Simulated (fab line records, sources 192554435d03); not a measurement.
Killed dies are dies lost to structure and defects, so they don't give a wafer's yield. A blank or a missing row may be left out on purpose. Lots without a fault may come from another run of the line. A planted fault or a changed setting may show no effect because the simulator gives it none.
Split-lot experiment | flow n5_finfet | 7 lots, 21 wafers read, on a route of 1938 steps

THE SPLIT
At N5_PASSIVATION_PECVD_01 (deposits SiNx from SiH4/NH3/N2, target thk 200 nm, time 43.2 s), the setting time_s was moved away from the recipe's 43.2 s on 8 of the 21 wafers read, by -13.1% to +9.6%. The other wafers ran this setting at the recipe's value.

The reading is taken at the split's own step.

THE READING
SiNx_of_PASSIVATION_PECVD_01.thk_nm (the simulator's own value, which no gauge read), in nm, at N5_PASSIVATION_PECVD_01 (deposits SiNx from SiH4/NH3/N2, target thk 200 nm, time 43.2 s). The file gives no usual value for it. The 13 wafers here that ran the recipe average 201.7 nm, standard deviation 1.3 nm.

wafer  | tool, chamber at the split | time_s as run, s | against the recipe | SiNx_of_PASSIVATION_PECVD_01.thk_nm, nm | against lot-mates on the recipe
L074.3 | pecvd-01, 0                | 43.2             | recipe             | 202.2                                   | -
L074.5 | pecvd-01, 1                | 43.2             | recipe             | 201.6                                   | -
L074.6 | pecvd-01, 0                | 47.34            | +9.6%              | 222.4                                   | +20.5
L076.2 | pecvd-02, 2                | 37.89            | -12.3%             | 172.8                                   | -29.2
L076.4 | pecvd-02, 0                | 37.89            | -12.3%             | 178.4                                   | -23.6
L076.5 | pecvd-02, 2                | 43.2             | recipe             | 202                                     | -
L088.1 | pecvd-04, 1                | 43.2             | recipe             | 200.4                                   | -
L088.3 | pecvd-04, 0                | 43.2             | recipe             | 198.6                                   | -
L088.6 | pecvd-04, 1                | 43.2             | recipe             | 201.8                                   | -
L087.1 | pecvd-02, 0                | 37.53            | -13.1%             | 173.6                                   | -28.5
L087.5 | pecvd-02, 2                | 43.2             | recipe             | 202                                     | -
L087.6 | pecvd-02, 0                | 43.2             | recipe             | 202.2                                   | -
L091.2 | pecvd-02, 2                | 47.17            | +9.2%              | 217                                     | +14.9
L091.3 | pecvd-02, 2                | 43.2             | recipe             | 202.6                                   | -
L091.5 | pecvd-02, 2                | 43.2             | recipe             | 201.6                                   | -
L090.3 | pecvd-01, 2                | 43.2             | recipe             | 201.8                                   | -
L090.4 | pecvd-01, 1                | 40.5             | -6.3%              | 188.4                                   | -14.9
L090.6 | pecvd-01, 2                | 43.2             | recipe             | 204.8                                   | -
L092.3 | pecvd-01, 0                | 47.3             | +9.5%              | 215.4                                   | +14.6
L092.5 | pecvd-01, 1                | 43.2             | recipe             | 200.8                                   | -
L092.6 | pecvd-01, 0                | 47.3             | +9.5%              | 223                                     | +22.2

THE FIT
A straight line over all 21 wafers: SiNx_of_PASSIVATION_PECVD_01.thk_nm changes by +2.03 nm for each +1% of time_s; r = +0.99; the points scatter about the line by 2.1 nm.
The same after taking each lot's own level away (the mean of its wafers on the recipe; 21 wafers): +2.06 nm for each +1%; r = +0.99; scatter 2 nm.
On that fit, the largest move of time_s shifts the reading by 27 nm.
The lots' own levels span 200.27 to 203.30 nm, that is 2.3 times the standard deviation above.
So the lot-to-lot level changes the slope little: the two slopes agree.
Check: with one of the wafers moved furthest among these (-13.1%) left out of the fit, the line predicts -27.3 nm for it against its lot-mates. It came out at -28.5 nm against them.

OTHER SPLITS ON THESE WAFERS
These wafers also went through other splits before the reading. Each is held against what the fit with the lots' levels taken away leaves over:
other split on the same wafers    | wafers away from the commonest value | r with SiNx_of_PASSIVATION_PECVD_01.thk_nm (lot level and that fit taken away)
N5_BEOL_M13_TRENCH_ETCH_34 time_s | 9                                    | +0.32
N5_BEOL_M13_SPUTTER_44 time_s     | 5                                    | +0.45
N5_BEOL_M15_COAT_04 spin_rpm      | 8                                    | +0.16

THE FILE'S OWN FIT
SiNx_of_PASSIVATION_PECVD_01.thk_nm changes by +2.07 nm for each +1% of time_s, r = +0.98.
